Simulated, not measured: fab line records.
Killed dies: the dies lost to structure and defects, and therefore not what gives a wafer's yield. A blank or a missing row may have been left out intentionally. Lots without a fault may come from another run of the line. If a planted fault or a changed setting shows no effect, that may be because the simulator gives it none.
Matching of chambers + flow n5-finfet + 3 sister chambers for N5_BEOL_M6_STRIP_19 on rie-diel-04
The step strips in O2. 16 wafers are shown with their chamber, then 7 later ones without.

## EACH WAFER AND ITS CHAMBER
| wafer  | chamber | showerhead-plenum-p-Torr (Torr) | drypump-motor-current-A (A) | throttle-valve-pct (%) |
|--------|---------|---------------------------------|-----------------------------|------------------------|
| L076.1 | 0       | 2.23                            | 5.6                         | 16.67                  |
| L076.4 | 0       | 2.23                            | 5.6                         | 16.68                  |
| L076.6 | 3       | 2.05                            | 6.1                         | 16.18                  |
| L079.1 | 0       | 2.23                            | 5.6                         | 16.69                  |
| L079.4 | 2       | 2.04                            | 5.3                         | 16.87                  |
| L079.6 | 0       | 2.23                            | 5.6                         | 16.68                  |
| L081.2 | 0       | 2.23                            | 5.6                         | 16.71                  |
| L081.4 | 0       | 2.23                            | 5.6                         | 16.71                  |
| L081.6 | 3       | 2.04                            | 6.0                         | 16.19                  |
| L080.1 | 3       | 2.04                            | 6.1                         | 16.20                  |
| L080.2 | 0       | 2.22                            | 5.6                         | 16.69                  |
| L080.3 | 2       | 2.04                            | 5.3                         | 16.87                  |
| L088.1 | 2       | 2.04                            | 5.3                         | 16.37                  |
| L088.2 | 0       | 2.22                            | 5.6                         | 16.70                  |
| L088.3 | 3       | 2.04                            | 6.0                         | 16.24                  |
| L093.1 | 0       | 2.21                            | 5.6                         | 16.76                  |

SIGNATURES, as means of the wafers listed above
| reading                  | chamber 0 | chamber 2 | chamber 3 | scatter within a chamber |
|--------------------------|-----------|-----------|-----------|--------------------------|
| showerhead-plenum-p-Torr | 2.2256    | 2.0400    | 2.0425    | 0.00618                  |
| drypump-motor-current-A  | 5.600     | 5.300     | 6.050     | 0.0277                   |
| throttle-valve-pct       | 16.6989   | 16.7033   | 16.2025   | 0.116                    |
Rule: for each reading, subtract the chamber's mean from the wafer's reading, divide by that reading's scatter and square the result; add these up over the readings and take the root, which gives the wafer's distance from the chamber. The wafer belongs to the nearest chamber; if the next one is less than 2 further off, it can't be placed. The scatter: the root of (the sum of the squares of (reading less its chamber's mean) over the shown wafers, divided by (wafers less chambers)).

## WAFERS MISSING THEIR CHAMBER
| wafer  | showerhead-plenum-p-Torr (Torr) | drypump-motor-current-A (A) | throttle-valve-pct (%) |
|--------|---------------------------------|-----------------------------|------------------------|
| L093.4 | 2.03                            | 5.3                         | 16.40                  |
| L093.6 | 2.21                            | 5.6                         | 16.76                  |
| L092.2 | 2.21                            | 5.6                         | 16.74                  |
| L092.6 | 2.03                            | 5.3                         | 16.40                  |
| L095.3 | 2.03                            | 5.3                         | 16.41                  |
| L095.5 | 2.21                            | 5.6                         | 16.76                  |
| L095.6 | 2.03                            | 6.0                         | 16.28                  |

## THE CHAMBER EACH PASSED THROUGH
| wafer  | from the rows above | in truth |
|--------|---------------------|----------|
| L093.4 | 2                   | 2        |
| L093.6 | 0                   | 0        |
| L092.2 | 0                   | 0        |
| L092.6 | 2                   | 2        |
| L095.3 | 2                   | 2        |
| L095.5 | 0                   | 0        |
| L095.6 | 3                   | 3        |
Placed correctly: 7 of 7. From these rows, 0 cannot be placed. Wrongly placed: 0.
